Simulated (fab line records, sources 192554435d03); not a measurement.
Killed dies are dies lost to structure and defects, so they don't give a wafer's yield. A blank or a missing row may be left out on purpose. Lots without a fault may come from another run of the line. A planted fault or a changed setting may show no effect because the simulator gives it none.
fab line records | flow n5_finfet
record lots=6 wafers=18 last_day=19
route steps=1938 shown DUMMY_GATE@247 SPACER0@258
lots that met no fault: from a run of the same line without faults
start_h: hours from the record's first day to the start of the lot's first wafer shown | wait_h: hours since the lot's step before | " the same as in the row above | L1.1+2: a row that stands for several wafers | - no value, or no start given | * or withheld: withheld | < > ~ a bound
route shown NAME@n: a module of which the file shows steps, and the number in the route of the first | usual: mean/standard deviation of fault-free wafers | same: alike in all rows | chamber/n: place in a boat | sites: the reading at each site | _std_site: their standard deviation | _edge_site: outer sites' mean less inner sites' | radius_mm: how far each site lies from the wafer's centre | mask NAME#n: copy n | behind: the tool/chamber that last shaped the wafer | hold: why the lot was held/for how many hours/how that ended | device: the transistor (n, p or np) that didn't switch | end of line: the same wafers' tests at the end of the route | a step without rows: its recipe alone | killed: dies lost to structure and defects at the first sort, not the wafer's yield | map: a wafer's dies, x killed, . not, _ none there
set.NAME: the setting as run; set.NAME@STEP: as run at that earlier step | model.NAME: the simulator's own value behind a step, which no gauge read
lots at some steps of the route; a table a step, a row a wafer
services: from which hour (start_h, from the record's first day; less than 0 if before it) a tool's chamber was out of use, for how many hours, and why
## steps
# step N5_DUMMY_GATE_ETCH_23
# recipe chemistry=HBr/Cl2/O2 HBr_flow_sccm=150 Cl2_flow_sccm=80 O2_flow_sccm=12 bias_w=102 target_depth_a=410 time_s=22.3 target=poly-Si mask_material=SiO2 pressure_mtorr=10 icp_w=800
# usual bias_w=102.0/0.32 chamber_pressure_mTorr=10.000/0.0091 drypump_motor_current_A=5.7/0.54 oes_product_au=1.001/0.016 throttle_valve_pct=37.0/0.33
# columns lot.wafer tool chamber start_h wait_h bias_w chamber_pressure_mTorr drypump_motor_current_A oes_product_au rf_hours_counter_h throttle_valve_pct
L301.1 rie_si-05 3 82.97 0.0 102.3 9.994 6.3 0.995 126 37.0
L301.2 " 2 " " 102.1 10.019 5.1 1.017 77 36.4
L301.6 " 3 " " 102.1 10.007 6.3 0.984 - 36.9
L302.1 rie_si-05 3 88.42 0.0 101.9 9.989 6.3 0.992 126 37.0
L302.4 " 0 " " 102.1 9.971 5.4 0.988 94 37.4
L302.6 " 0 " " 102.0 10.005 5.5 1.003 - 37.4
L307.4 rie_si-06 1 123.37 0.0 101.9 10.001 6.6 0.997 46 37.4
L307.5 " 1 " " 102.4 10.003 6.6 0.995 - 37.4
L307.6 " 2 " " 102.1 10.004 6.7 1.011 - 36.7
L312.1 rie_si-06 0 148.10 0.0 101.8 10.004 5.7 1.008 144 37.3
L312.5 " 1 " " 102.4 10.019 6.5 1.009 - 37.4
L312.6 " 0 " " 101.5 10.003 5.7 1.007 - 37.3
L316.3 rie_si-05 1 175.01 0.0 101.6 10.005 5.2 1.007 181 36.9
L316.5 " 3 " " 101.6 9.989 6.3 0.996 - 37.0
L316.6 " 2 " " 102.0 9.995 5.1 1.030 - 36.4
L318.1 rie_si-05 2 185.16 0.0 101.6 9.994 5.1 1.021 78 36.4
L318.2 " 3 " " 101.6 9.997 6.3 0.987 127 37.0
L318.6 " 1 " " 101.9 10.005 5.2 1.004 - 36.9
# step N5_DUMMY_GATE_ETCH_44
# recipe chemistry=HBr/O2 over_etch_frac=0.7 target_depth_a=1275 stop_on=SiO2 ion_energy_ev=60 bias_w=20 target=poly-Si mask_material=SiO2 pressure_mtorr=20 icp_w=400 HBr_flow_sccm=120 O2_flow_sccm=10
# usual bias_w=20.00/0.061 chamber_pressure_mTorr=20.000/0.022 drypump_motor_current_A=5.7/0.54 oes_product_au=0.728/0.012 throttle_valve_pct=18.38/0.2
# columns lot.wafer tool chamber start_h wait_h bias_w chamber_pressure_mTorr drypump_motor_current_A oes_product_au rf_hours_counter_h throttle_valve_pct
L301.1 rie_si-05 3 83.02 0.0 19.89 20.007 6.3 0.720 126 18.52
L301.2 " 2 " " 19.99 19.996 5.1 0.727 77 18.02
L301.6 " 3 " " 20.04 20.016 6.3 0.719 - 18.53
L302.1 rie_si-05 3 88.48 0.0 20.07 19.993 6.2 0.732 126 18.53
L302.4 " 0 " " 20.01 19.999 5.5 0.731 94 18.66
L302.6 " 0 " " 20.08 20.014 5.5 0.725 - 18.66
L307.4 rie_si-06 1 123.43 0.0 19.96 19.979 6.6 0.731 46 18.57
L307.5 " 1 " " 19.97 20.012 6.6 0.734 - 18.57
L307.6 " 2 " " 20.03 20.002 6.7 0.716 - 18.26
L312.1 rie_si-06 0 148.16 0.0 19.91 20.009 5.7 0.746 144 18.61
L312.5 " 1 " " 19.97 20.003 6.6 0.735 - 18.58
L312.6 " 0 " " 19.97 19.999 5.7 0.748 - 18.64
L316.3 rie_si-05 1 175.06 0.0 19.99 19.983 5.2 0.738 181 18.16
L316.5 " 3 " " 19.95 20.015 6.3 0.737 - 18.51
L316.6 " 2 " " 20.09 20.018 5.1 0.737 - 18.03
L318.1 rie_si-05 2 185.21 0.0 19.97 20.003 5.1 0.749 78 18.03
L318.2 " 3 " " 19.94 20.016 6.3 0.723 127 18.52
L318.6 " 1 " " 19.92 20.015 5.2 0.736 - 18.15
# step N5_DUMMY_GATE_CD_MEAS_24
# recipe target_cd_nm=15
# usual cd_nm=15.1/0.55
# columns lot.wafer tool chamber start_h wait_h cd_nm
L301.1 cd_sem-02 - 83.13 0.1 14.7
L301.2 " - " " 16.2
L301.6 " - " " 15.3
L302.1 cd_sem-01 - 88.59 0.1 14.8
L302.4 " - " " 14.5
L302.6 " - " " 15.6
L307.4 cd_sem-02 - 123.55 0.1 14.4
L307.5 " - " " 15.0
L307.6 " - " " 14.5
L312.1 cd_sem-01 - 148.27 0.1 16.2
L312.5 " - " " 15.2
L312.6 " - " " 15.3
L316.3 cd_sem-01 - 175.18 0.1 14.8
L316.5 " - " " 15.3
L316.6 " - " " 14.6
L318.1 cd_sem-02 - 185.32 0.1 14.1
L318.2 " - " " 15.5
L318.6 " - " " 15.1
# step N5_DUMMY_GATE_ETCH_42
# recipe chemistry=CHF3/O2 target=SiO2 target_depth_a=35 time_s=31 ion_energy_ev=30 bias_w=12 pressure_mtorr=30 source_w=600 Ar_flow_sccm=200 CHF3_flow_sccm=50 O2_flow_sccm=5
# step N5_DUMMY_GATE_STRIP_48
# recipe chemistry=N2/H2 time_s=20 power_w=100 temp_c=40 pressure_mtorr=100 rf_frequency_hz=6e+07 bias_power_w=3 n2_flow_sccm=300 h2_flow_sccm=300
# usual chamber_pressure_mTorr=100.01/0.095 drypump_motor_current_A=5.4/0.39 h2_flow_sccm=300.0/0.88 oes_product_au=0.80/0.1 rf_vpp_V=45.3/0.84 showerhead_plenum_p_Torr=3.33/0.1 temp_c=40.02/0.11 throttle_valve_pct=12.2/0.31
# columns lot.wafer tool chamber start_h wait_h chamber_pressure_mTorr drypump_motor_current_A h2_flow_sccm oes_product_au rf_hours_counter_h rf_vpp_V showerhead_plenum_p_Torr temp_c throttle_valve_pct
L301.1 rie_diel-01 3 83.24 0.0 99.97 5.6 300.1 0.69 234 45.7 3.43 39.77 12.2
L301.2 " 2 " " 99.97 5.4 300.1 0.68 246 45.0 3.30 40.12 12.4
L301.6 " 1 " " 99.85 5.1 299.5 0.77 - 45.0 3.24 40.16 12.4
L302.1 rie_diel-04 0 88.69 0.0 100.01 5.3 300.1 0.69 249 46.2 3.45 40.14 12.6
L302.4 " 1 " " 100.07 5.7 298.5 0.83 110 46.7 3.38 40.23 12.1
L302.6 " 1 " " 99.88 5.7 298.5 0.83 - 45.7 3.38 40.01 12.1
L307.4 rie_diel-01 1 123.79 0.0 99.95 5.1 299.4 0.76 137 46.3 3.23 39.91 12.4
L307.5 " 0 " " 100.07 5.4 300.1 0.70 - 43.8 3.18 40.10 12.6
L307.6 " 1 " " 99.90 5.1 299.7 0.77 - 45.2 3.23 40.00 12.4
L312.1 rie_diel-03 0 148.42 0.0 99.93 5.0 299.0 0.95 15 45.2 3.54 39.92 11.6
L312.5 " 3 " " 100.05 6.2 301.0 0.85 - 44.6 3.30 39.94 12.1
L312.6 " 2 " " 100.09 5.1 300.5 0.83 - 45.5 3.42 40.02 12.2
L316.3 rie_diel-01 1 175.28 0.0 99.99 5.1 300.1 0.73 157 45.0 3.22 39.98 12.5
L316.5 " 2 " " 100.06 5.5 301.4 0.92 - 45.7 3.29 39.99 11.8
L316.6 " 3 " " 100.03 5.6 299.5 0.94 - 44.2 3.42 40.16 11.6
L318.1 rie_diel-01 1 185.42 0.0 99.98 5.1 300.4 0.73 160 43.8 3.22 40.19 12.5
L318.2 " 0 " " 100.01 5.3 299.8 1.01 0 46.8 3.58 40.18 11.9
L318.6 " 1 " " 99.99 5.1 299.5 0.74 - 46.1 3.22 40.16 12.5
# step N5_DUMMY_GATE_PRECLEAN_33
# recipe chemistry=dHF time_s=10 dilution=750:1 temp_c=25
# step N5_DUMMY_GATE_PRECLEAN_25
# recipe chemistry=O3/DIW time_s=45 temp_c=22 o3_ppm=10
# step N5_DUMMY_GATE_PRECLEAN_51
# recipe chemistry=SC2 time_s=45 temp_c=35 mix=1:1:50
# step N5_DUMMY_GATE_SRD_26
# recipe dry=ipa_marangoni time_s=30 temp_c=23 rinse_liquid=diw
# step N5_DUMMY_GATE_UV_OZONE_45
# recipe time_s=120 pressure_torr=760 temp_c=25
# step N5_DUMMY_GATE_INSPECT_27
# recipe inspect_instrument=brightfield mode=aei
# usual raw_defect_count=301/59
# columns lot.wafer tool chamber start_h wait_h raw_defect_count
L301.1 defect_inspect-01 - 83.43 0.0 228
L301.2 " - " " 255
L301.6 " - " " 365
L302.1 defect_inspect-02 - 88.87 0.0 329
L302.4 " - " " 400
L302.6 " - " " 356
L307.4 defect_inspect-01 - 123.98 0.0 293
L307.5 " - " " 344
L307.6 " - " " 356
L312.1 defect_inspect-02 - 148.60 0.0 332
L312.5 " - " " 243
L312.6 " - " " 222
L316.3 defect_inspect-02 - 175.47 0.0 207
L316.5 " - " " 220
L316.6 " - " " 279
L318.1 defect_inspect-01 - 185.61 0.0 214
L318.2 " - " " 270
L318.6 " - " " 276
# step N5_SPACER0_ALD_07
# recipe material=SiNx target_thk_a=20 temp_c=400 ald_precursor_family=SiH2I2 ald_co_reactant=N2/H2-plasma pressure_torr=2
# usual heater_power_w=807/73
# columns lot.wafer tool chamber start_h wait_h heater_power_w
L301.1 ald_sin-01 1 83.46 0.0 822
L301.2 " 2 " " 879
L301.6 " 2 " " 913
L302.1 ald_sin-01 0 88.99 0.1 804
L302.4 " 2 " " 898
L302.6 " 2 " " 858
L307.4 ald_sin-04 0 124.13 0.2 681
L307.5 " 1 " " 856
L307.6 " 2 " " 789
L312.1 ald_sin-01 1 148.64 0.0 821
L312.5 " 2 " " 903
L312.6 " 3 " " 828
L316.3 ald_sin-02 2 175.50 0.0 845
L316.5 " 2 " " 835
L316.6 " 1 " " 819
L318.1 ald_sin-02 1 186.28 0.7 834
L318.2 " 2 " " 858
L318.6 " 0 " " 811
# step N5_SPACER0_ALD_00
# recipe material=SiOCN target_thk_a=35 temp_c=400 ald_precursor_family=alkyl-aminosilane ald_co_reactant=O2/N2-plasma pulse_time_s=3 purge_time_s=2 co_reactant_purge_time_s=2 ald_cycles=58 pressure_torr=2
# usual heater_power_w=808/73 precursor_pulse_height_rel=0.996/0.019
# same purge_time_s=2
# columns lot.wafer tool chamber start_h wait_h heater_power_w precursor_pulse_height_rel
L301.1 ald_sin-01 1 83.61 0.1 854 1.008
L301.2 " 2 " " 891 0.992
L301.6 " 2 " " 904 0.993
L301.1 ald_sin-01 1 84.15 0.4 814 0.991
L301.2 " 2 " " 904 1.003
L301.6 " 2 " " 875 0.965
L302.1 ald_sin-01 0 89.14 0.1 801 0.992
L302.4 " 2 " " 894 1.019
L302.6 " 2 " " 888 1.020
L302.1 ald_sin-01 0 89.62 0.3 790 0.989
L302.4 " 2 " " 883 1.053
L302.6 " 2 " " 886 0.983
L307.4 ald_sin-04 0 124.34 0.1 678 1.015
L307.5 " 1 " " 859 0.996
L307.6 " 2 " " 801 0.958
L312.1 ald_sin-01 1 148.79 0.1 830 1.023
L312.5 " 2 " " 899 0.994
L312.6 " 3 " " 806 1.010
L316.3 ald_sin-02 2 175.66 0.1 858 0.988
L316.5 " 2 " " 844 1.001
L316.6 " 1 " " 827 1.009
L318.1 ald_sin-02 1 186.43 0.1 832 0.997
L318.2 " 2 " " 826 0.998
L318.6 " 0 " " 795 0.989
# step N5_SPACER0_ALD_08
# recipe material=SiNx target_thk_a=20 temp_c=400 ald_precursor_family=SiH2I2 ald_co_reactant=N2/H2-plasma pressure_torr=2
# usual heater_power_w=808/72
# columns lot.wafer tool chamber start_h wait_h heater_power_w
L301.1 ald_sin-01 1 84.41 0.1 821
L301.2 " 2 " " 889
L301.6 " 2 " " 902
L302.1 ald_sin-01 0 91.18 1.4 791
L302.4 " 2 " " 856
L302.6 " 2 " " 914
L307.4 ald_sin-04 0 124.53 0.1 688
L307.5 " 1 " " 853
L307.6 " 2 " " 784
L312.1 ald_sin-01 1 149.05 0.1 819
L312.5 " 2 " " 879
L312.6 " 3 " " 823
L316.3 ald_sin-02 2 175.91 0.1 837
L316.5 " 2 " " 849
L316.6 " 1 " " 829
L318.1 ald_sin-02 1 186.69 0.1 840
L318.2 " 2 " " 847
L318.6 " 0 " " 786
## services
# columns tool chamber start_h hours kind
ald_sin-02 - 62.02 2.1 repair
ald_sin-01 - 62.04 2.5 repair
rie_si-06 - 70.44 0.3 repair
ald_sin-02 - 85.49 14.0 pm
ald_sin-02 0 85.49 14.0 vent_cycle
ald_sin-02 1 85.49 14.0 vent_cycle
ald_sin-02 2 85.49 14.0 vent_cycle
ald_sin-02 3 85.49 14.0 vent_cycle
ald_sin-04 - 89.69 1.2 repair
rie_si-06 2 90.65 7.5 repair
rie_diel-04 2 96.27 15.7 repair
rie_si-05 2 98.46 6.1 repair
ald_sin-02 0 99.49 - clean
ald_sin-01 - 112.61 0.8 repair
rie_si-05 - 133.79 0.1 repair
rie_diel-04 - 136.35 1.1 repair
rie_si-06 2 139.66 1.6 repair
rie_diel-04 0 152.81 8.1 repair
rie_diel-04 - 167.56 0.5 repair
ald_sin-01 - 177.04 14.0 pm
ald_sin-01 0 177.04 14.0 vent_cycle
ald_sin-01 1 177.04 14.0 vent_cycle
ald_sin-01 2 177.04 14.0 vent_cycle
ald_sin-01 3 177.04 14.0 vent_cycle
## key
first_sign step=N5_SPACER0_ALD_00 reading=visit direction=added
effect none on later readings
met_at N5_SPACER0_ALD_00
struck_wafers L301.1,L301.2,L301.6,L302.1,L302.4,L302.6
sort_left_out L301.1,L301.2,L301.6,L302.1,L302.4,L302.6
fault kind=repeated_step_whole tool=ald_sin-01,ald_sin-02,ald_sin-04 chamber=- onset_h=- steps=N5_SPACER0_ALD_00 times=1 scope=struck_lots_only
# sort_left_out: the simulated sort isn't trusted on such a fault, so these wafers' sort isn't shown, and their yield isn't known
